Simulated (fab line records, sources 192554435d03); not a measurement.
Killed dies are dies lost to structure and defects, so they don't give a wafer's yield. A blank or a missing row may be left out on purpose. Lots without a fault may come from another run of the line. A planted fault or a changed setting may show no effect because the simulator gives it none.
Which tool did it? | flow n5_finfet | 24 lots, 72 wafers sampled, at 3 steps of a route of 1938

WHAT THE GAUGES READ, wafer by wafer
N5_BEOL_M2_OCD_MEAS_38.
lot  | measured     | on     | trench_depth_nm (nm)
L074 | day 7 07:07  | ocd-01 | 56.8 56.0 55.3
L075 | day 7 07:43  | ocd-02 | 56.3 55.7 54.5
L076 | day 7 11:56  | ocd-01 | 56.4 56.3 55.6
L077 | day 8 03:40  | ocd-01 | 56.0 56.0 56.1
L078 | day 8 11:32  | ocd-02 | 56.8 55.8 56.7
L079 | day 8 03:38  | ocd-01 | 56.7 55.7 56.6
L081 | day 9 03:44  | ocd-02 | 54.8 56.2 55.2
L080 | day 9 09:04  | ocd-01 | 56.8 55.8 55.7
L083 | day 9 09:16  | ocd-02 | 55.6 56.7 56.5
L082 | day 10 02:02 | ocd-01 | 55.3 56.2 56.3
L084 | day 10 06:19 | ocd-01 | 56.5 54.7 56.2
L085 | day 10 09:40 | ocd-01 | 57.4 55.8 56.4
L086 | day 10 10:08 | ocd-01 | 55.7 54.5 54.3
L087 | day 10 10:25 | ocd-01 | 55.9 55.6 56.3
L089 | day 10 19:42 | ocd-01 | 55.9 55.1 57.1
L088 | day 11 01:13 | ocd-01 | 55.0 55.8 56.0
L090 | day 11 06:10 | ocd-01 | 54.4 54.9 54.6
L091 | day 11 06:14 | ocd-01 | 55.4 56.0 55.5
L092 | day 12 00:52 | ocd-01 | 57.3 54.9 56.7
L093 | day 12 05:01 | ocd-02 | 56.3 56.2 55.9
L094 | day 12 10:20 | ocd-01 | 55.4 55.8 55.9
L095 | day 13 03:49 | ocd-01 | 56.7 55.8 55.0
L096 | day 13 13:02 | ocd-02 | 54.0 56.0 54.9
L097 | day 13 22:02 | ocd-01 | 56.1 55.8 55.4

WHICH TOOL RAN EACH LOT (tool, then ch and the chambers of the sampled wafers, then the start)
lot  | N5_BEOL_M2_STRIP_19                | N5_BEOL_M2_TRENCH_ETCH_37
L074 | rie_diel-03 ch 1,3, day 6 16:00    | rie_diel-03 ch 1,2,3, day 7 07:07 or earlier
L075 | rie_diel-03 ch 1,2,3, day 7 02:16  | rie_diel-04 ch 0,2,3, day 7 07:43 or earlier
L076 | rie_diel-01 ch 0,1,3, day 7 02:46  | rie_diel-01 ch 0,1,2, day 7 11:56 or earlier
L077 | rie_diel-03 ch 0,3, day 7 08:16    | rie_diel-04 ch 0,1,2, day 8 03:40 or earlier
L078 | rie_diel-04 ch 1,2,3, day 7 08:43  | rie_diel-01 ch 2,3, day 8 11:32 or earlier
L079 | rie_diel-01 ch 0,2,3, day 7 17:47  | rie_diel-01 ch 2,3, day 8 03:38 or earlier
L081 | rie_diel-04 ch 0,2, day 8 21:05    | rie_diel-03 ch 1,2, day 9 03:44 or earlier
L080 | rie_diel-01 ch 0,2, day 8 21:35    | rie_diel-01 ch 0,1,3, day 9 09:04 or earlier
L083 | rie_diel-03 ch 0,1, day 8 22:29    | rie_diel-04 ch 1,2, day 9 09:16 or earlier
L082 | rie_diel-01 ch 0,1,2, day 8 22:41  | rie_diel-01 ch 0,2,3, day 10 02:02 or earlier
L084 | rie_diel-03 ch 0,1, day 9 04:10    | rie_diel-01 ch 0,3, day 10 06:19 or earlier
L085 | rie_diel-03 ch 0,3, day 9 19:04    | rie_diel-04 ch 1,2,3, day 10 09:40 or earlier
L086 | rie_diel-03 ch 1,2,3, day 9 19:49  | rie_diel-04 ch 0,1,2, day 10 10:08 or earlier
L087 | rie_diel-01 ch 0,1, day 10 04:10   | rie_diel-01 ch 1,2, day 10 10:25 or earlier
L089 | rie_diel-01 ch 0,1, day 10 08:00   | rie_diel-04 ch 1,2,3, day 10 19:42 or earlier
L088 | rie_diel-01 ch 0,3, day 10 14:29   | rie_diel-03 ch 0,3, day 11 01:13 or earlier
L090 | rie_diel-01 ch 0,1,3, day 11 02:05 | rie_diel-03 ch 2,3, day 11 06:10 or earlier
L091 | rie_diel-04 ch 0,1,2, day 11 02:59 | rie_diel-04 ch 0,1,2, day 11 06:14 or earlier
L092 | rie_diel-01 ch 2,3, day 11 19:58   | rie_diel-04 ch 1,3, day 12 00:52 or earlier
L093 | rie_diel-03 ch 1,2,3, day 11 21:40 | rie_diel-01 ch 1,2,3, day 12 05:01 or earlier
L094 | rie_diel-01 ch 1,2,3, day 12 02:00 | rie_diel-01 ch 0,1, day 12 10:20 or earlier
L095 | rie_diel-01 ch 0,2,3, day 12 12:25 | rie_diel-04 ch 0,3, day 13 03:49 or earlier
L096 | rie_diel-01 ch 0,2, day 12 20:47   | rie_diel-03 ch 1,2, day 13 13:02 or earlier
L097 | rie_diel-04 ch 0,2,3, day 13 08:37 | rie_diel-01 ch 0,1,2, day 13 22:02 or earlier
- N5_BEOL_M2_STRIP_19: strips in O2.
- N5_BEOL_M2_TRENCH_ETCH_37: etches SiOC in C4F6/O2, target depth 55.555 nm, time 29.2 s.

WHAT THE TOOLS THEMSELVES READ (means of the sampled wafers that have a number; where no wafer has one, the mark that the record gives instead)
N5_BEOL_M2_STRIP_19.
lot  | tool        | drypump_motor_current_A (A) | oes_product_au (a.u.) | rf_vpp_V (V) | showerhead_plenum_p_Torr (Torr) | throttle_valve_pct (%)
L074 | rie_diel-03 | 5.4                         | 0.78                  | 3.4          | 2.19                            | 16.81
L075 | rie_diel-03 | 5.5                         | 0.78                  | 3.7          | 2.13                            | 16.76
L076 | rie_diel-01 | 5.7                         | 0.88                  | 3.4          | 2.14                            | 16.57
L077 | rie_diel-03 | 5.3                         | 0.69                  | 3.2          | 2.09                            | 16.78
L078 | rie_diel-04 | 5.7                         | 0.80                  | 3.7          | 2.11                            | 16.57
L079 | rie_diel-01 | 5.8                         | 0.89                  | 3.4          | 2.14                            | 16.56
L081 | rie_diel-04 | 5.8                         | 0.82                  | 4.1          | 2.10                            | 16.50
L080 | rie_diel-01 | 5.4                         | 0.88                  | 3.3          | 2.19                            | 16.51
L083 | rie_diel-03 | 6.2                         | 0.91                  | 3.6          | 2.16                            | 16.48
L082 | rie_diel-01 | 5.4                         | 0.87                  | 3.3          | 2.19                            | 16.53
L084 | rie_diel-03 | 5.8                         | 0.93                  | 3.5          | 2.10                            | 16.38
L085 | rie_diel-03 | 5.0                         | 0.79                  | 3.5          | 2.12                            | 16.75
L086 | rie_diel-03 | 5.5                         | 0.76                  | 3.8          | 2.12                            | 16.79
L087 | rie_diel-01 | 5.3                         | 0.84                  | 3.6          | 2.18                            | 16.56
L089 | rie_diel-01 | 5.5                         | 0.82                  | 3.5          | 2.15                            | 16.58
L088 | rie_diel-01 | 6.1                         | 0.84                  | 3.7          | 2.07                            | 16.65
L090 | rie_diel-01 | 5.7                         | 0.84                  | 3.2          | 2.13                            | 16.63
L091 | rie_diel-04 | 5.5                         | 0.83                  | 3.4          | 2.13                            | 16.48
L092 | rie_diel-01 | 6.0                         | 0.86                  | 3.6          | 2.11                            | 16.66
L093 | rie_diel-03 | 5.6                         | 0.74                  | 3.8          | 2.11                            | 16.82
L094 | rie_diel-01 | 5.6                         | 0.85                  | 3.4          | 2.16                            | 16.61
L095 | rie_diel-01 | 5.8                         | 0.83                  | 3.8          | 2.13                            | 16.63
L096 | rie_diel-01 | 5.6                         | 0.80                  | 3.6          | 2.14                            | 16.59
L097 | rie_diel-04 | 5.8                         | 0.84                  | 3.8          | 2.12                            | 16.57

N5_BEOL_M2_TRENCH_ETCH_37.
lot  | tool        | bias_w (W) | drypump_motor_current_A (A) | oes_ar_750_au (a.u.) | oes_product_au (a.u.) | rf_vpp_V (V) | showerhead_plenum_p_Torr (Torr) | throttle_valve_pct (%)
L074 | rie_diel-03 | 184.9      | 5.5                         | 0.78                 | 0.79                  | 668          | 2.89                            | 20.98
L075 | rie_diel-04 | 185.4      | 5.8                         | 0.80                 | 0.80                  | 665          | 2.79                            | 20.84
L076 | rie_diel-01 | 185.3      | 5.4                         | 0.88                 | 0.88                  | 672          | 2.97                            | 20.75
L077 | rie_diel-04 | 185.1      | 5.5                         | 0.86                 | 0.87                  | 669          | 2.89                            | 20.61
L078 | rie_diel-01 | 185.0      | 5.6                         | 0.91                 | 0.92                  | 667          | 2.95                            | 20.79
L079 | rie_diel-01 | 185.1      | 5.7                         | 0.91                 | 0.92                  | 667          | 2.95                            | 20.78
L081 | rie_diel-03 | 184.9      | 5.7                         | 0.76                 | 0.76                  | 665          | 2.81                            | 20.96
L080 | rie_diel-01 | 185.2      | 5.7                         | 0.84                 | 0.85                  | 668          | 2.89                            | 20.82
L083 | rie_diel-04 | 184.7      | 5.8                         | 0.81                 | 0.83                  | 661          | 2.91                            | 20.57
L082 | rie_diel-01 | 185.0      | 5.8                         | 0.85                 | 0.85                  | 666          | 2.89                            | 20.79
L084 | rie_diel-01 | 184.7      | 6.1                         | 0.84                 | 0.84                  | 660          | 2.81                            | 20.84
L085 | rie_diel-04 | 185.7      | 5.7                         | 0.87                 | 0.88                  | 665          | 2.96                            | 20.66
L086 | rie_diel-04 | 185.4      | 5.5                         | 0.83                 | 0.83                  | 669          | 2.88                            | 20.63
L087 | rie_diel-01 | 184.6      | 5.2                         | 0.87                 | 0.88                  | 673          | 3.02                            | 20.76
L089 | rie_diel-04 | 185.1      | 5.7                         | 0.86                 | 0.86                  | 665          | 2.96                            | 20.66
L088 | rie_diel-03 | 185.2      | 5.3                         | 0.86                 | 0.86                  | 666          | 2.83                            | 20.72
L090 | rie_diel-03 | 184.9      | 5.0                         | 0.71                 | 0.71                  | 667          | 2.86                            | 21.14
L091 | rie_diel-04 | 185.5      | 5.5                         | 0.82                 | 0.82                  | 669          | 2.88                            | 20.65
L092 | rie_diel-04 | 184.2      | 5.7                         | 0.89                 | 0.90                  | 668          | 3.02                            | 20.76
L093 | rie_diel-01 | 185.2      | 5.6                         | 0.85                 | 0.85                  | 668          | 2.93                            | 20.86
L094 | rie_diel-01 | 184.8      | 5.3                         | 0.82                 | 0.82                  | 674          | 2.96                            | 20.82
L095 | rie_diel-04 | 185.1      | 5.6                         | 0.85                 | 0.86                  | 677          | 2.85                            | 20.84
L096 | rie_diel-03 | 184.7      | 6.1                         | 0.77                 | 0.77                  | 668          | 2.89                            | 20.94
L097 | rie_diel-01 | 184.6      | 5.4                         | 0.81                 | 0.81                  | 672          | 2.95                            | 20.80

THE ANSWER, worked out from the rows above alone
Rule: what is usual is taken from the lots themselves. Put in order of their means at a reading, lots are off if they are a third of the lots or fewer, leave a main group of 4 or more, and stand apart from it by a gap of 3 or more times the standard deviation of the main group's means; of several such gaps the widest counts. A main group whose means are all the same, to the digits that the tables above print for the reading, isn't used. A lot without any number at a reading at which 4 lots or more have one is off too. The other lots that the step has rows for count as sound. The gauges are gone through in route order, then the tools' own readings, and for those a lot's mean is taken as printed above. The first step at which some lot is off is used, and at that step the reading that is off furthest; a lot without a number counts as furthest.
No lot is off at any reading shown: from this, nothing can be told.

WHAT THE SIMULATOR HAD PUT IN
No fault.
